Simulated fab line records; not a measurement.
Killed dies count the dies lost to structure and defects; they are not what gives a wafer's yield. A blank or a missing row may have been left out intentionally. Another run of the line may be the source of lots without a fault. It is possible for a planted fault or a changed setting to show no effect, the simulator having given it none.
fab line records ; flow n5_finfet ; part 1 of 2: steps 1 to 4 of 6
record: lots: 20; wafers: 60; last_day: 18
route steps=1938 shown BEOL_M4@1036 BEOL_M5@1112
lots that met no fault: taken from a fault-free run of the same line
start_h: hours from the record's first day to the start of the lot's first wafer shown ; wait_h: hours elapsed since this lot's preceding step ; " unchanged from the row above ; L1.1+2: a single row standing in for several wafers ; - no value, or no start was given ; * or withheld: withheld ; < > ~ a bound
route shown NAME@n: NAME is a module with steps in the file, n the number in the route of the first one ; usual: mean/standard deviation of fault-free wafers ; same: alike in all rows ; chamber/n: place in a boat ; sites: each site's reading ; _std_site: the standard deviation of these ; _edge_site: the outer-site mean with the inner-site mean subtracted ; radius_mm: for every site, how far away it sits from the centre of the wafer ; mask NAME#n: copy n ; behind: the most recent tool/chamber to have shaped the wafer ; hold: the reason the lot was held/the length of the hold in hours/how it ended ; device: whichever transistor did not switch (one of n, p or np) ; end of line: tests of these same wafers at the route's end ; step lacking rows: just its recipe ; killed: not the wafer's yield, but the dies lost to structure and defects at the first sort ; map: a wafer's dies, x killed, . not, _ none there
set.NAME: the setting the step ran with; set.NAME@STEP: the setting that earlier step ran with ; model.NAME: the simulator's own value behind a step, which no gauge read
steps of the route over a sample of lots; a table a step, a row a wafer
services: the hour from which a tool's chamber was out of use, counted from the record's first day as start_h (under 0 if before that day), plus the number of hours and why
== steps ==
step: N5_BEOL_M4_INSPECT_13
recipe: mode: adi; inspect_instrument: brightfield
usual: raw_defect_count: 411/92
lot.wafer;tool;chamber;start_h;wait_h;raw_defect_count
L075.3;defect_inspect-02;-;153.08;0.0;423
L075.4;defect_inspect-02;-;153.08;0.0;332
L075.6;defect_inspect-02;-;153.08;0.0;425
L074.2;defect_inspect-02;-;156.76;0.0;393
L074.5;defect_inspect-02;-;156.76;0.0;351
L074.6;defect_inspect-02;-;156.76;0.0;472
L079.3;defect_inspect-02;-;185.32;0.0;591
L079.5;defect_inspect-02;-;185.32;0.0;615
L079.6;defect_inspect-02;-;185.32;0.0;667
L078.1;defect_inspect-01;-;188.46;0.1;414
L078.5;defect_inspect-01;-;188.46;0.1;452
L078.6;defect_inspect-01;-;188.46;0.1;394
L080.3;defect_inspect-01;-;196.57;0.0;377
L080.4;defect_inspect-01;-;196.57;0.0;313
L080.6;defect_inspect-01;-;196.57;0.0;331
L082.2;defect_inspect-01;-;199.65;0.0;343
L082.3;defect_inspect-01;-;199.65;0.0;391
L082.6;defect_inspect-01;-;199.65;0.0;316
L081.3;defect_inspect-02;-;199.83;0.0;430
L081.4;defect_inspect-02;-;199.83;0.0;358
L081.5;defect_inspect-02;-;199.83;0.0;366
L083.2;defect_inspect-02;-;200.66;0.0;471
L083.5;defect_inspect-02;-;200.66;0.0;511
L083.6;defect_inspect-02;-;200.66;0.0;531
L084.1;defect_inspect-01;-;219.68;0.1;378
L084.3;defect_inspect-01;-;219.68;0.1;318
L084.5;defect_inspect-01;-;219.68;0.1;394
L085.1;defect_inspect-02;-;227.69;0.1;502
L085.3;defect_inspect-02;-;227.69;0.1;434
L085.4;defect_inspect-02;-;227.69;0.1;417
L087.1;defect_inspect-01;-;250.05;0.1;389
L087.4;defect_inspect-01;-;250.05;0.1;280
L087.5;defect_inspect-01;-;250.05;0.1;507
L088.2;defect_inspect-01;-;256.63;0.0;308
L088.5;defect_inspect-01;-;256.63;0.0;364
L088.6;defect_inspect-01;-;256.63;0.0;306
L089.1;defect_inspect-02;-;259.24;0.1;390
L089.4;defect_inspect-02;-;259.24;0.1;501
L089.6;defect_inspect-02;-;259.24;0.1;469
L090.2;defect_inspect-02;-;260.12;0.0;367
L090.4;defect_inspect-02;-;260.12;0.0;301
L090.5;defect_inspect-02;-;260.12;0.0;497
L092.4;defect_inspect-01;-;268.78;0.0;407
L092.5;defect_inspect-01;-;268.78;0.0;287
L092.6;defect_inspect-01;-;268.78;0.0;407
L093.1;defect_inspect-01;-;275.09;0.1;385
L093.2;defect_inspect-01;-;275.09;0.1;358
L093.6;defect_inspect-01;-;275.09;0.1;489
L094.1;defect_inspect-01;-;277.67;0.1;546
L094.4;defect_inspect-01;-;277.67;0.1;435
L094.5;defect_inspect-01;-;277.67;0.1;386
L095.1;defect_inspect-01;-;285.20;0.1;452
L095.3;defect_inspect-01;-;285.20;0.1;401
L095.4;defect_inspect-01;-;285.20;0.1;373
L096.3;defect_inspect-02;-;294.96;0.0;547
L096.4;defect_inspect-02;-;294.96;0.0;626
L096.6;defect_inspect-02;-;294.96;0.0;524
L097.2;defect_inspect-01;-;299.97;0.0;370
L097.3;defect_inspect-01;-;299.97;0.0;359
L097.5;defect_inspect-01;-;299.97;0.0;358
step: N5_BEOL_M4_STRIP_36
recipe: chemistry: N2/H2; power_w: 450; temp_c: 40; pressure_mtorr: 20; rf_frequency_hz: 6e+07; overash_fraction: 0.3; bias_power_w: 7; h2_frac: 0.5; n2_flow_sccm: 200; h2_flow_sccm: 200
usual: bias_power_w: 7.002/0.021; drypump_motor_current_A: 5.5/0.51; n2_flow_sccm: 200.0/0.66; oes_product_au: 0.80/0.082; rf_vpp_V: 59.2/1.5; showerhead_plenum_p_Torr: 2.54/0.086; throttle_valve_pct: 23.4/0.32
lot.wafer;tool;chamber;start_h;wait_h;bias_power_w;drypump_motor_current_A;n2_flow_sccm;oes_product_au;rf_hours_counter_h;rf_vpp_V;showerhead_plenum_p_Torr;throttle_valve_pct
L075.3;rie_diel-05;3;158.88;0.0;6.994;5.4;200.5;0.69;235;58.2;2.51;23.7
L075.4;rie_diel-05;0;158.88;0.0;6.968;5.3;200.4;0.82;93;56.6;2.46;23.6
L075.6;rie_diel-05;2;158.88;0.0;7.023;5.6;200.8;0.80;-;60.7;2.56;23.5
L074.2;rie_diel-06;0;173.83;0.0;6.989;5.0;200.5;0.90;50;60.4;2.70;23.2
L074.5;rie_diel-06;1;173.83;0.0;6.971;5.1;201.0;0.66;-;60.6;2.49;23.4
L074.6;rie_diel-06;3;173.83;0.0;7.001;6.6;199.4;0.71;-;61.9;2.60;23.6
L078.1;rie_diel-05;0;190.46;0.0;7.039;5.3;200.0;0.79;106;59.1;2.46;23.6
L078.5;rie_diel-05;0;190.46;0.0;7.025;5.2;198.8;0.80;-;61.5;2.46;23.6
L078.6;rie_diel-05;3;190.46;0.0;6.980;5.4;201.3;0.69;-;58.1;2.51;23.7
L079.3;rie_diel-06;3;191.62;0.0;6.972;6.7;201.0;0.69;221;62.9;2.60;23.6
L079.5;rie_diel-06;0;191.62;0.0;7.037;5.0;199.5;0.88;-;60.1;2.69;23.2
L079.6;rie_diel-06;3;191.62;0.0;6.995;6.6;200.0;0.70;-;58.6;2.60;23.6
L080.3;rie_diel-02;0;199.97;0.0;7.027;5.7;200.4;0.82;74;58.6;2.46;23.1
L080.4;rie_diel-02;2;199.97;0.0;6.999;5.4;199.7;0.87;46;60.6;2.69;23.0
L080.6;rie_diel-02;1;199.97;0.0;6.962;6.0;199.1;0.70;-;58.1;2.61;23.8
L082.2;rie_diel-02;1;206.13;0.0;6.978;6.0;200.0;0.71;224;58.6;2.61;23.8
L082.3;rie_diel-02;0;206.13;0.0;7.023;5.7;199.9;0.83;77;58.1;2.46;23.1
L082.6;rie_diel-02;3;206.13;0.0;7.058;5.8;199.8;0.80;-;59.5;2.56;23.5
L081.3;rie_diel-05;2;206.26;0.0;6.984;5.6;200.9;0.77;120;60.0;2.55;23.5
L081.4;rie_diel-05;1;206.26;0.0;7.005;4.9;199.8;0.90;-;58.8;2.48;22.8
L081.5;rie_diel-05;0;206.26;0.0;7.009;5.2;201.5;0.78;-;58.7;2.45;23.6
L083.2;rie_diel-02;2;206.60;0.0;6.987;5.4;200.6;0.87;49;61.3;2.68;23.0
L083.5;rie_diel-02;3;206.60;0.0;7.004;5.8;198.2;0.80;-;58.1;2.56;23.5
L083.6;rie_diel-02;2;206.60;0.0;6.995;5.4;200.5;0.87;-;60.6;2.68;23.0
L084.1;rie_diel-05;3;222.41;0.0;7.001;5.4;199.5;0.96;2;59.5;2.50;23.3
L084.3;rie_diel-05;1;222.41;0.0;7.015;4.9;199.8;0.88;35;59.5;2.48;22.8
L084.5;rie_diel-05;2;222.41;0.0;7.008;5.6;200.3;0.78;-;58.6;2.55;23.5
L085.1;rie_diel-06;3;229.20;0.0;6.996;6.7;199.0;0.69;226;61.2;2.59;23.6
L085.3;rie_diel-06;2;229.20;0.0;6.994;6.4;199.2;0.70;237;57.9;2.39;24.0
L085.4;rie_diel-06;2;229.20;0.0;7.005;6.5;199.8;0.69;-;58.4;2.39;24.1
L087.1;rie_diel-05;2;255.01;0.0;7.030;5.6;199.5;0.76;142;58.3;2.54;23.5
L087.4;rie_diel-05;0;255.01;0.0;6.999;5.3;201.5;0.77;137;60.6;2.44;23.6
L087.5;rie_diel-05;1;255.01;0.0;6.973;4.8;199.2;0.87;-;61.2;2.47;22.8
L088.2;rie_diel-05;3;259.73;0.0;7.017;5.4;199.9;0.92;16;58.1;2.50;23.4
L088.5;rie_diel-05;3;259.73;0.0;6.999;5.4;199.9;0.91;-;56.7;2.50;23.4
L088.6;rie_diel-05;0;259.73;0.0;6.996;5.3;200.5;0.76;-;58.8;2.44;23.6
L089.1;rie_diel-05;1;260.97;0.0;7.007;4.9;199.0;0.86;50;55.6;2.47;22.8
L089.4;rie_diel-05;0;260.97;0.0;6.999;5.2;199.7;0.78;139;58.6;2.44;23.7
L089.6;rie_diel-05;3;260.97;0.0;6.983;5.4;199.4;0.92;-;59.7;2.50;23.4
L090.2;rie_diel-06;2;264.27;0.0;6.987;6.4;200.5;0.68;252;59.0;2.38;24.1
L090.4;rie_diel-06;1;264.27;0.0;7.006;5.1;201.0;0.93;9;60.0;2.49;23.1
L090.5;rie_diel-06;3;264.27;0.0;6.990;6.6;201.1;0.70;-;60.0;2.59;23.6
L093.1;rie_diel-02;3;280.83;0.0;7.024;5.8;199.4;0.76;150;61.0;2.54;23.5
L093.2;rie_diel-02;2;280.83;0.0;7.026;5.4;199.3;0.82;75;57.6;2.67;23.1
L093.6;rie_diel-02;2;280.83;0.0;6.991;5.3;200.2;0.83;-;59.7;2.67;23.1
L092.4;rie_diel-02;0;284.88;0.0;6.984;5.7;200.7;0.79;-;60.1;2.45;23.2
L092.5;rie_diel-02;3;284.88;0.0;7.046;5.8;201.0;0.77;-;59.9;2.54;23.6
L092.6;rie_diel-02;2;284.88;0.0;6.955;5.4;200.2;0.82;-;57.7;2.67;23.1
L094.1;rie_diel-02;0;285.30;0.0;7.009;5.7;199.5;0.78;111;58.4;2.45;23.2
L094.4;rie_diel-02;0;285.30;0.0;7.008;5.7;199.9;0.79;-;59.9;2.45;23.1
L094.5;rie_diel-02;3;285.30;0.0;6.971;5.8;201.4;0.76;-;56.4;2.54;23.5
L095.1;rie_diel-06;1;291.09;0.0;6.962;5.1;199.2;0.90;19;59.8;2.48;23.2
L095.3;rie_diel-06;0;291.09;0.0;6.980;5.0;201.2;0.84;89;58.1;2.68;23.2
L095.4;rie_diel-06;1;291.09;0.0;6.965;5.1;199.7;0.89;-;57.6;2.48;23.2
L096.3;rie_diel-02;1;299.49;0.0;7.027;6.0;199.3;0.93;3;57.4;2.60;23.7
L096.4;rie_diel-02;3;299.49;0.0;7.029;5.8;199.7;0.76;157;60.5;2.54;23.6
L096.6;rie_diel-02;2;299.49;0.0;7.033;5.3;200.3;0.84;-;58.6;2.67;23.1
L097.2;rie_diel-06;1;302.52;0.0;6.992;5.1;199.8;0.88;24;57.1;2.48;23.2
L097.3;rie_diel-06;0;302.52;0.0;7.002;5.0;199.8;0.85;94;61.1;2.68;23.2
L097.5;rie_diel-06;2;302.52;0.0;6.990;6.4;199.7;1.01;-;61.0;2.70;23.9
step: N5_BEOL_M4_CMP_52
recipe: stop_on: SiOC; t_overpolish_s: 6.8; down_force_psi: 1; platen_rpm: 50; clearing_platen_down_force_psi: 1.5; clearing_platen_rpm: 50; post_cmp_clean: cu_alkaline; target_thk_nm: 40; clearing_platen_pad_velocity_m_s: 0.99484; pad_velocity_m_s: 0.99484
usual: barrier_field_endpoint_s: 24.4/0.65; clearing_platen_rpm: 49.996/0.026; motor_current_A: 6.1/0.39; overpolish_run_s: 6.801/0.0084; slurry_flow_ml_min: 150.0/0.42; time_to_endpoint_s: 60.4/2.9
lot.wafer;tool;chamber;start_h;wait_h;barrier_field_endpoint_s;clearing_platen_rpm;motor_current_A;overpolish_run_s;slurry_flow_ml_min;time_to_endpoint_s
L075.3;cmp-03;1;162.44;0.2;23.6;49.963;6.5;6.812;150.8;57.4
L075.4;cmp-03;2;162.44;0.2;23.2;50.036;5.8;6.791;149.7;56.5
L075.6;cmp-03;0;162.44;0.2;24.6;50.009;6.5;6.786;150.1;60.1
L074.2;cmp-02;2;177.43;0.2;23.9;50.009;5.6;6.824;149.7;58.3
L074.5;cmp-02;1;177.43;0.2;25.1;49.973;6.5;6.799;150.5;64.3
L074.6;cmp-02;2;177.43;0.2;24.3;49.981;5.5;6.788;149.3;60.4
L078.1;cmp-04;2;194.70;0.3;24.6;49.984;5.6;6.798;149.6;61.2
L078.6;cmp-04;1;194.70;0.3;24.7;49.984;5.7;6.802;149.7;60.9
L078.5;cmp-04;2;194.70;0.3;25.2;49.991;5.9;6.810;150.8;61.4
L079.3;cmp-02;2;195.19;0.2;23.2;49.946;5.6;6.812;150.3;58.9
L079.6;cmp-02;2;195.19;0.2;24.8;49.992;5.9;6.805;150.6;58.9
L079.5;cmp-02;3;195.19;0.2;25.2;50.010;6.3;6.801;150.7;61.5
L080.3;cmp-04;1;203.16;0.2;23.7;49.948;5.9;6.794;149.4;55.0
L080.4;cmp-04;2;203.16;0.2;24.5;49.981;5.6;6.814;149.7;58.3
L080.6;cmp-04;1;203.16;0.2;24.1;49.954;6.0;6.808;150.1;54.4
L082.3;cmp-04;2;209.51;0.2;23.5;50.033;5.6;6.791;150.3;55.6
L082.2;cmp-04;3;209.51;0.2;25.5;50.002;5.4;6.805;150.1;61.8
L082.6;cmp-04;3;209.51;0.2;25.4;50.015;5.7;6.797;149.3;63.0
L081.4;cmp-02;1;209.67;0.2;25.5;49.974;6.4;6.807;150.8;65.9
L081.3;cmp-02;2;209.67;0.2;23.9;49.981;5.8;6.796;150.3;60.1
L081.5;cmp-02;0;209.67;0.2;23.6;50.019;5.9;6.788;149.5;55.4
L083.2;cmp-02;3;214.06;0.2;24.1;50.002;6.4;6.810;150.9;60.7
L083.6;cmp-02;3;214.06;0.2;24.8;49.986;6.5;6.806;149.5;60.1
L083.5;cmp-02;0;214.06;0.2;24.3;49.990;5.9;6.810;149.9;56.2
L084.3;cmp-02;1;225.68;0.2;25.5;50.034;6.8;6.789;150.0;64.2
L084.1;cmp-02;2;225.68;0.2;24.2;50.012;5.9;6.805;150.5;61.4
L084.5;cmp-02;1;225.68;0.2;25.0;50.013;7.0;6.805;150.4;65.7
L085.1;cmp-04;2;232.78;0.3;23.7;49.998;5.5;6.801;149.9;57.2
L085.4;cmp-04;3;232.78;0.3;25.0;49.967;5.7;6.800;149.4;62.1
L085.3;cmp-04;0;232.78;0.3;23.6;49.976;6.1;6.816;150.3;59.1
L087.1;cmp-02;3;260.60;0.3;23.5;50.026;6.5;6.792;150.1;59.9
L087.4;cmp-02;1;260.60;0.3;24.0;50.005;6.6;6.789;149.9;64.3
L087.5;cmp-02;3;260.60;0.3;24.7;50.005;6.3;6.793;150.7;63.0
L088.2;cmp-02;0;263.04;0.2;24.5;49.993;5.9;6.807;149.1;61.8
L088.6;cmp-02;0;263.04;0.2;24.5;49.993;5.6;6.778;149.4;59.4
L088.5;cmp-02;1;263.04;0.2;25.0;49.994;6.7;6.806;149.8;63.8
L089.1;cmp-03;0;265.00;0.3;24.7;49.942;6.5;6.795;149.8;59.7
L089.4;cmp-03;1;265.00;0.3;24.5;50.026;6.5;6.808;149.4;60.1
L089.6;cmp-03;0;265.00;0.3;25.4;49.974;6.2;6.798;150.3;61.1
L090.2;cmp-04;2;267.83;0.3;23.9;49.964;5.5;6.806;150.0;59.3
L090.4;cmp-04;3;267.83;0.3;25.0;49.991;5.7;6.804;149.7;64.6
L090.5;cmp-04;2;267.83;0.3;24.8;49.940;5.4;6.802;150.1;59.4
L093.2;cmp-02;3;286.03;0.2;24.1;49.982;6.6;6.814;149.6;62.9
L093.1;cmp-02;2;286.03;0.2;24.5;49.990;5.9;6.807;150.8;60.4
L093.6;cmp-02;0;286.03;0.2;24.1;49.990;5.7;6.799;149.3;57.4
L092.4;cmp-03;0;288.58;0.2;25.0;49.992;6.4;6.813;150.4;61.3
L092.5;cmp-03;3;288.58;0.2;25.1;49.997;6.2;6.809;149.8;62.0
L092.6;cmp-03;0;288.58;0.2;24.7;49.989;6.5;6.791;150.3;62.4
L094.4;cmp-03;3;288.98;0.2;23.5;49.981;6.3;6.790;149.9;63.5
L094.1;cmp-03;1;288.98;0.2;23.4;50.004;6.2;6.790;150.0;60.1
L094.5;cmp-03;3;288.98;0.2;25.0;49.993;6.3;6.788;149.4;65.3
L095.4;cmp-02;2;294.61;0.2;24.2;50.018;5.9;6.801;150.1;58.2
L095.3;cmp-02;3;294.61;0.2;24.2;49.993;6.5;6.800;149.8;58.8
L095.1;cmp-02;0;294.61;0.2;23.2;49.991;5.7;6.797;149.6;57.9
L096.3;cmp-04;1;303.30;0.2;24.2;50.030;5.5;6.808;149.9;58.9
L096.4;cmp-04;2;303.30;0.2;24.9;49.938;5.3;6.795;150.0;58.2
L096.6;cmp-04;3;303.30;0.2;25.5;50.044;5.8;6.796;149.8;66.7
L097.3;cmp-03;0;307.95;0.2;24.6;50.016;6.7;6.802;149.3;61.8
L097.2;cmp-03;3;307.95;0.2;24.2;49.983;5.9;6.792;149.8;65.7
L097.5;cmp-03;1;307.95;0.2;24.7;50.019;6.1;6.797;150.3;60.5
step: N5_BEOL_M5_ILD_DEP_00
recipe: material: SiCOH_lowk; target_thk_a: 1406.4; temp_c: 300; precursor: DEMS/porogen; pressure_torr: 5; rf_w: 500; time_s: 25.9
usual: heater_power_w: 298/32; showerhead_plenum_p_Torr: 5.748/0.02; throttle_valve_pct: 13.8/0.48
lot.wafer;tool;chamber;start_h;wait_h;heater_power_w;showerhead_plenum_p_Torr;throttle_valve_pct
L075.3;pecvd-03;0;164.71;0.5;283;5.785;13.4
L075.4;pecvd-03;1;164.71;0.5;324;5.740;14.6
L075.6;pecvd-03;2;164.71;0.5;279;5.748;13.4
L074.2;pecvd-01;2;178.96;0.7;271;5.752;15.1
L074.5;pecvd-01;2;178.96;0.7;272;5.750;15.2
L074.6;pecvd-01;0;178.96;0.7;322;5.749;13.6
L078.1;pecvd-03;1;196.23;0.8;340;5.733;14.1
L078.5;pecvd-03;0;196.23;0.8;264;5.773;13.3
L078.6;pecvd-03;1;196.23;0.8;258;5.749;14.2
L079.3;pecvd-03;1;196.77;0.5;334;5.730;14.5
L079.5;pecvd-03;1;196.77;0.5;344;5.742;14.4
L079.6;pecvd-03;2;196.77;0.5;300;5.757;13.4
L080.3;pecvd-01;1;204.75;0.5;345;5.740;14.1
L080.4;pecvd-01;0;204.75;0.5;349;5.738;13.8
L080.6;pecvd-01;0;204.75;0.5;264;5.736;13.8
L082.2;pecvd-01;1;211.16;0.7;295;5.727;14.3
L082.3;pecvd-01;0;211.16;0.7;349;5.737;13.5
L082.6;pecvd-01;1;211.16;0.7;287;5.745;14.3
L081.3;pecvd-04;2;211.20;0.5;250;5.742;14.1
L081.4;pecvd-04;1;211.20;0.5;303;5.717;14.3
L081.5;pecvd-04;0;211.20;0.5;290;5.705;13.3
L083.2;pecvd-04;0;215.69;0.7;289;5.709;13.2
L083.5;pecvd-04;2;215.69;0.7;236;5.759;14.1
L083.6;pecvd-04;0;215.69;0.7;281;5.703;13.2
L084.1;pecvd-03;0;227.21;0.8;285;5.770;13.1
L084.3;pecvd-03;1;227.21;0.8;309;5.745;14.5
L084.5;pecvd-03;1;227.21;0.8;317;5.759;14.4
L085.1;pecvd-04;0;234.35;0.8;237;5.706;13.1
L085.3;pecvd-04;1;234.35;0.8;275;5.712;14.0
L085.4;pecvd-04;2;234.35;0.8;243;5.746;14.3
L087.1;pecvd-03;0;262.59;0.8;244;5.782;13.4
L087.4;pecvd-03;2;262.59;0.8;342;5.770;13.6
L087.5;pecvd-03;0;262.59;0.8;247;5.790;13.1
L088.2;pecvd-01;0;264.61;0.7;341;5.730;13.8
L088.5;pecvd-01;2;264.61;0.7;296;5.762;13.8
L088.6;pecvd-01;0;264.61;0.7;340;5.736;13.7
L089.1;pecvd-04;1;266.70;0.8;306;5.720;14.2
L089.4;pecvd-04;2;266.70;0.8;269;5.772;14.3
L089.6;pecvd-04;1;266.70;0.8;309;5.717;14.0
L090.2;pecvd-01;0;269.36;0.7;303;5.738;13.6
L090.4;pecvd-01;2;269.36;0.7;281;5.759;13.5
L090.5;pecvd-01;1;269.36;0.7;338;5.749;14.6
L093.1;pecvd-04;0;287.72;0.8;256;5.709;13.1
L093.2;pecvd-04;1;287.72;0.8;276;5.719;14.3
L093.6;pecvd-04;1;287.72;0.8;274;5.714;14.3
L092.4;pecvd-03;1;290.21;0.4;270;5.754;14.2
L092.5;pecvd-03;0;290.21;0.4;279;5.779;13.3
L092.6;pecvd-03;2;290.21;0.4;326;5.745;13.6
L094.1;pecvd-01;2;290.54;0.8;274;5.736;13.5
L094.4;pecvd-01;1;290.54;0.8;343;5.743;14.4
L094.5;pecvd-01;1;290.54;0.8;346;5.744;14.3
L095.1;pecvd-01;1;296.14;0.8;332;5.742;14.4
L095.3;pecvd-01;2;296.14;0.8;337;5.749;13.7
L095.4;pecvd-01;2;296.14;0.8;337;5.736;13.7
L096.3;pecvd-03;1;304.81;0.5;341;5.748;14.4
L096.4;pecvd-03;2;304.81;0.5;327;5.761;13.8
L096.6;pecvd-03;0;304.81;0.5;248;5.769;13.3
L097.2;pecvd-01;0;309.52;0.7;318;5.753;13.7
L097.3;pecvd-01;1;309.52;0.7;308;5.756;14.5
L097.5;pecvd-01;0;309.52;0.7;319;5.734;13.6
